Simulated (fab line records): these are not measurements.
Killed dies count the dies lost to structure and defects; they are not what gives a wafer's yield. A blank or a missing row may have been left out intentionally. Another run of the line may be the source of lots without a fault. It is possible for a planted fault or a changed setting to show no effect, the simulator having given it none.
Chamber matching :: flow n5-finfet :: N5_BEOL_M8_CURE_75 on uv-cure-03 has 3 sister chambers
The step cures SiCOH lowk, time 120 s. 3 wafers are shown with their chamber, then 7 later ones without.

== WAFERS, EACH WITH ITS CHAMBER ==
wafer: L082.5
chamber: 2
wafer_temp_C_max: 372.4

wafer: L088.3
chamber: 1
wafer_temp_C_max: 371.1

wafer: L087.5
chamber: 0
wafer_temp_C_max: 371.7

== WAFERS WITHOUT THEIR CHAMBER ==
wafer: L087.6
wafer_temp_C_max: 371.6

wafer: L093.1
wafer_temp_C_max: 371.6

wafer: L093.3
wafer_temp_C_max: 371.5

wafer: L093.6
wafer_temp_C_max: 371.2

wafer: L095.1
wafer_temp_C_max: 371.2

wafer: L095.2
wafer_temp_C_max: 371.6

wafer: L095.5
wafer_temp_C_max: 371.4

== WHICH CHAMBER EACH WENT THROUGH ==
wafer: L087.6
from the rows above: 0
in truth: 0

wafer: L093.1
from the rows above: 0
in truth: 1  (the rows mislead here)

wafer: L093.3
from the rows above: can't be placed: 0 or 1
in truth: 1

wafer: L093.6
from the rows above: 1
in truth: 1

wafer: L095.1
from the rows above: 1
in truth: 1

wafer: L095.2
from the rows above: 0
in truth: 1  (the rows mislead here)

wafer: L095.5
from the rows above: can't be placed: 1 or 0
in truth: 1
Placed correctly: 3 of 7. These rows do not allow placing 2 (true chamber among the candidates in 2). 2 placed wrongly.
How it was worked out, from the rows above alone: a wafer's distance from a chamber is the root of the sum, over the readings, of the square of ((its reading less the chamber's mean) divided by the reading's scatter). The wafer belongs to the nearest chamber; if the next one is less than 2 further off, it can't be placed. Each chamber's mean is taken over the wafers shown for it. The scatter: with one shown wafer a chamber, the root of the mean of the squares of how far each hidden wafer lies from its nearest shown one.
